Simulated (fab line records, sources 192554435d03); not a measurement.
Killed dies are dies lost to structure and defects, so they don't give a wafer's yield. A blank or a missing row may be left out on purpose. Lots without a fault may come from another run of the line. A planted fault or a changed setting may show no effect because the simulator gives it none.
Split-lot experiment | flow n5_finfet | 7 lots, 21 wafers read, on a route of 1938 steps

THE SPLIT
At N5_BEOL_M11_PECVD_70 (deposits SiO2 from TEOS/O2, target thk 20 nm, time 22.7 s), the setting temp_c was moved away from the recipe's 400 C on 10 of the 21 wafers read, by -4.1% to +2.2%. The other wafers ran this setting at the recipe's value.

The reading is taken at the split's own step.

THE READING
SiO2_of_BEOL_M11_PECVD_70.thk_nm (the simulator's own value, which no gauge read), in nm, at N5_BEOL_M11_PECVD_70 (deposits SiO2 from TEOS/O2, target thk 20 nm, time 22.7 s). The file gives no usual value for it. The 11 wafers here that ran the recipe average 20.2 nm, standard deviation 0.25 nm.

wafer  | tool, chamber at the split | temp_c as run, C | against the recipe | SiO2_of_BEOL_M11_PECVD_70.thk_nm, nm | against lot-mates on the recipe
L075.3 | pecvd-04, 1                | 400              | recipe             | 20.4                                 | -
L075.4 | pecvd-04, 2                | 400              | recipe             | 20.6                                 | -
L075.6 | pecvd-04, 0                | 400              | recipe             | 20.2                                 | -
L076.2 | pecvd-02, 0                | 388.4            | -2.9%              | 21.4                                 | +1.2
L076.3 | pecvd-02, 2                | 400              | recipe             | 20.2                                 | -
L076.5 | pecvd-02, 0                | 388.4            | -2.9%              | 21.8                                 | +1.6
L078.3 | pecvd-04, 1                | 391.5            | -2.1%              | 21.2                                 | no lot-mate on the recipe
L078.4 | pecvd-04, 0                | 391.5            | -2.1%              | 21                                   | no lot-mate on the recipe
L078.6 | pecvd-04, 1                | 391.5            | -2.1%              | 21.4                                 | no lot-mate on the recipe
L081.1 | pecvd-01, 1                | 400              | recipe             | 19.8                                 | -
L081.2 | pecvd-01, 0                | 393.5            | -1.6%              | 20.6                                 | +0.8
L081.5 | pecvd-01, 1                | 393.5            | -1.6%              | 21.2                                 | +1.4
L086.1 | pecvd-01, 1                | 400              | recipe             | 20.2                                 | -
L086.2 | pecvd-01, 2                | 400              | recipe             | 20                                   | -
L086.4 | pecvd-01, 0                | 400              | recipe             | 20.4                                 | -
L087.1 | pecvd-04, 0                | 400              | recipe             | 19.8                                 | -
L087.3 | pecvd-04, 2                | 400              | recipe             | 20                                   | -
L087.4 | pecvd-04, 0                | 409              | +2.2%              | 18.6                                 | -1.3
L096.3 | pecvd-04, 2                | 400              | recipe             | 20.4                                 | -
L096.4 | pecvd-04, 1                | 383.7            | -4.1%              | 22.4                                 | +2.0
L096.5 | pecvd-04, 0                | 383.7            | -4.1%              | 22.2                                 | +1.8

THE FIT
A straight line over all 21 wafers: SiO2_of_BEOL_M11_PECVD_70.thk_nm changes by -0.531 nm for each +1% of temp_c; r = -0.96; the points scatter about the line by 0.25 nm.
The same after taking each lot's own level away (the mean of its wafers on the recipe; 18 wafers): -0.498 nm for each +1%; r = -0.97; scatter 0.21 nm.
On that fit, the largest move of temp_c shifts the reading by 2 nm.
The lots' own levels span 19.80 to 20.40 nm, that is 2.4 times the standard deviation above.
So the lot-to-lot level changes the slope little: the two slopes agree.
Check: with one of the wafers moved furthest among these (-4.1%) left out of the fit, the line predicts +2.04 nm for it against its lot-mates. It came out at +2 nm against them.

OTHER SPLITS ON THESE WAFERS
These wafers also went through other splits before the reading. Each is held against what the fit with the lots' levels taken away leaves over:
other split on the same wafers | wafers away from the commonest value | r with SiO2_of_BEOL_M11_PECVD_70.thk_nm (lot level and that fit taken away)
N5_BEOL_M8_ETCH_61 bias_w      | 6                                    | +0.10
N5_BEOL_M9_PECVD_70 time_s     | 6                                    | +0.02
N5_BEOL_M9_COAT_60 spin_rpm    | 4                                    | -0.02
N5_BEOL_M10_COAT_05 spin_rpm   | 9                                    | +0.49

THE FILE'S OWN FIT
SiO2_of_BEOL_M11_PECVD_70.thk_nm changes by -0.505 nm for each +1% of temp_c, r = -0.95.
